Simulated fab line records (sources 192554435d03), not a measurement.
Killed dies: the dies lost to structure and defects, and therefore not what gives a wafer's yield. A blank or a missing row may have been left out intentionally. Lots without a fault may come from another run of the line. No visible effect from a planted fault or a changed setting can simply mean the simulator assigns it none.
A lot that was struck, set against a sound lot | flow n5_finfet | 39 steps out of a route of 1938
Sound: the wafers L471.3, L471.4. Struck: wafers L463.1, L463.5. (L463.6 of the same lot was not struck and is left out.) The cause comes at the end.
Order at every step that has rows: each side's tool, ch and its chambers, its first start. Under that, the readings that differ: sound wafers | struck wafers | difference of the means | sigmas: that difference in standard deviations of wafers without a fault.
alike: same words and numbers on both sides, and readings whose means sit less than 2 such deviations apart. not compared: any withheld reading, any reading some wafer has no value for, any bound like >300 that may hide the same value, and any number with overlapping values for which the record gives no deviation.
A row with sigmas, a row that says differs or no value, or rows on one side alone: a step with any of these is where the two part. Non-overlapping numbers with no deviation appear without sigmas and do not part them. A reading missing from all wafers of one side parts the sides only when that side holds two or more wafers.

first, 9 steps without rows for these wafers: N5_MOL_CONTACT_COAG_SRD_128 (dry time 32 s); N5_MOL_CONTACT_COAG_CMP_52 (polishes, stops on SiO2, t overpolish 1.5 s, target thk 66.5 nm); N5_MOL_CONTACT_COAG_ANNEAL_112 (time 1800 s); N5_BEOL_M0_SAQP_PECVD_00 (deposits SiCN from 3MS/NH3, target thk 8 nm, time 14 s); N5_BEOL_M0_SAQP_ILD_DEP_01 (deposits SiOC from DEMS/O2, target thk 45.419 nm, time 8.7 s); N5_BEOL_M0_SAQP_HM_DEP_02 (deposits TiN, target thk 12 nm); N5_BEOL_M0_SAQP_PECVD_03 (deposits SiCN from 3MS/NH3, target thk 12 nm, time 21.1 s); N5_BEOL_M0_SAQP_PECVD_96 (deposits a-Si from SiH4/He, target thk 45 nm, time 45.2 s); N5_BEOL_M0_SAQP_PECVD_97 (deposits SiNx from SiH4/NH3/N2, target thk 23 nm, time 19.9 s).
N5_BEOL_M0_SAQP_PECVD_04: deposits a-Si from SiH4/He, target thk 60 nm, time 60.2 s.
  sound on pecvd-04 ch 2, day 9 07:22; struck on pecvd-01 ch 2, day 7 05:26
  reading                         | sound     | struck    | difference | sigmas
  showerhead_plenum_p_Torr (Torr) | 5.56 5.57 | 5.67 5.69 | +0.12      | +2
  alike: heater_power_w, throttle_valve_pct
  not compared: since_wet_clean_h
then, 9 steps without rows for these wafers: N5_BEOL_M0_SAQP_HM_DEP_111 (deposits SiO2 from SiH4/N2O, target thk 12 nm, time 7.2 s); N5_BEOL_M0_SAQP_COAT_81 (time 60 s, resist thk 100 nm); N5_BEOL_M0_SAQP_COAT_82 (time 60 s, resist thk 30 nm); N5_BEOL_M0_SAQP_COAT_08 (resist thk 90 nm); N5_BEOL_M0_SAQP_EBR_10; N5_BEOL_M0_SAQP_SOFTBAKE_09 (time 60 s); N5_BEOL_M0_SAQP_EXPOSE_11 (exposes mask M0 CORE, target cd 42 nm); N5_BEOL_M0_SAQP_PEB_12 (peb time 60 s); N5_BEOL_M0_SAQP_DEVELOP_13 (develop time 30 s).
N5_BEOL_M0_SAQP_INSPECT_16: inspects for defects (brightfield).
  sound on defect_inspect-02 at day 9 07:53; struck on defect_inspect-02 at day 7 06:04
  reading          | sound   | struck    | difference | sigmas
  raw_defect_count | 300 541 | 1796 1832 | +1394      | +11
then, 15 steps without rows for these wafers: N5_BEOL_M0_SAQP_DESCUM_19 (chemistry O2, time 7.9 s); N5_BEOL_M0_SAQP_ETCH_83 (etches SiARC in CF4, target depth 39 nm, time 65 s); N5_BEOL_M0_SAQP_ETCH_84 (etches SOC in N2/H2, target depth 100 nm, overetch 20 nm, time 150 s); N5_BEOL_M0_SAQP_STRIP_80 (strips in N2/H2); N5_BEOL_M0_SAQP_HM_OPEN_112 (chemistry CHF3/O2, target SiO2, stops on a-Si, target depth 12 nm, time 13.5 s); N5_BEOL_M0_SAQP_STRIP_113 (strips in CHF3/O2); N5_BEOL_M0_SAQP_MANDREL_ETCH_20 (etches a-Si in HBr/Cl2, stops on SiNx, target depth 60 nm, bt time 10 s, time 30 s); N5_BEOL_M0_SAQP_STRIP_86 (strips in N2/H2); N5_BEOL_M0_SAQP_STRIP_115 (strips in post etch residue remover, time 60 s); N5_BEOL_M0_SAQP_SRD_93 (time 30 s); N5_BEOL_M0_SAQP_RECESS_114 (chemistry HF/NH3, target SiO2, target depth 14.4 nm, afs cycles 3, sublimation time 60 s); N5_BEOL_M0_SAQP_SPACER1_ALD_98 (deposits SiO2, target thk 12.8 nm, pulse time 1 s, purge time 2 s); N5_BEOL_M0_SAQP_SPACER1_ETCHBACK_99 (etches SiO2 in CHF3/O2, target depth 15.4 nm, time 7.7 s); N5_BEOL_M0_SAQP_MANDREL1_REMOVE_100 (chemistry HBr/Cl2/O2, target a-Si, stops on SiNx, bt time 10 s); N5_BEOL_M0_SAQP_ETCH_101 (etches SiNx in CH3F/O2, target depth 29.9 nm, time 42.7 s).
N5_BEOL_M0_SAQP_INSPECT_42: inspects for defects (brightfield).
  sound on defect_inspect-02 at day 9 11:56; struck on defect_inspect-02 at day 7 10:51
  reading          | sound   | struck    | difference | sigmas
  raw_defect_count | 170 318 | 1668 1679 | +1430      | +19
N5_BEOL_M0_CUTY_INSPECT_59: inspects for defects (macro).
  sound on defect_inspect-02 at day 9 14:27; struck on defect_inspect-02 at day 7 12:26
  reading          | sound | struck    | difference | sigmas
  raw_defect_count | 1 3   | >300 >300 | differs    |
-- a jump in the record: the struck wafers' starts before and after are 4 days apart (it breaks off in module BEOL_M0_CUTY and resumes in module BEOL_M4, where the first step shown is number 1111 of the route) --
N5_BEOL_M4_RC_MEAS_101:
  sound on prober-02 ch 0, day 13 13:06; struck on prober-02 ch 0, day 11 16:52
  alike: DIBL_N, DIBL_P, IOFF_N, IOFF_P, ION_N, ION_P, SS_N, SS_P, VT_N, VT_P
-- record jumps: 5 days separate the struck wafers' starts on either side; left off in module BEOL_M4, taken up again in module PASSIVATION, whose first shown step is the route's number 1936 --
N5_PASSIVATION_PROBE_49:
  sound on prober-01 at day 17 15:10; struck on prober-01 at day 16 17:59
  reading                  | sound     | struck    | difference | sigmas
  defect_limited_yield (%) | 90.8 91.5 | 83.4 81.0 | -9.0       | -6
  killed_at_M0_to_M3       | 51 42     | 131 143   | +90        | +9
  killed_dies              | 108 100   | 196 224   | +106       | +6
  killed_on_rim            | 21 12     | 29 36     | +16        | +4
  sort_bin_5_function (%)  | 5.4 4.8   | 9.7 10.4  | +5.0       | +5
  sort_n_pass              | 1072 1080 | 984 956   | -106       | -6
  sort_yield_pct (%)       | 90.8 91.5 | 83.4 81.0 | -9.0       | -6
  alike: killed_at_M4_up, killed_at_contacts, killed_at_front_end, killed_at_other, killed_open, killed_short, sort_bin_6_memory

## WHERE THEY PART
Earliest at N5_BEOL_M0_SAQP_PECVD_04; latest, in this record, at N5_PASSIVATION_PROBE_49.

WHY: whatever the simulator had introduced
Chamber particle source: pecvd-01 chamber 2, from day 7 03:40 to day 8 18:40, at N5_BEOL_M0_SAQP_PECVD_04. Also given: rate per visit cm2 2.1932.
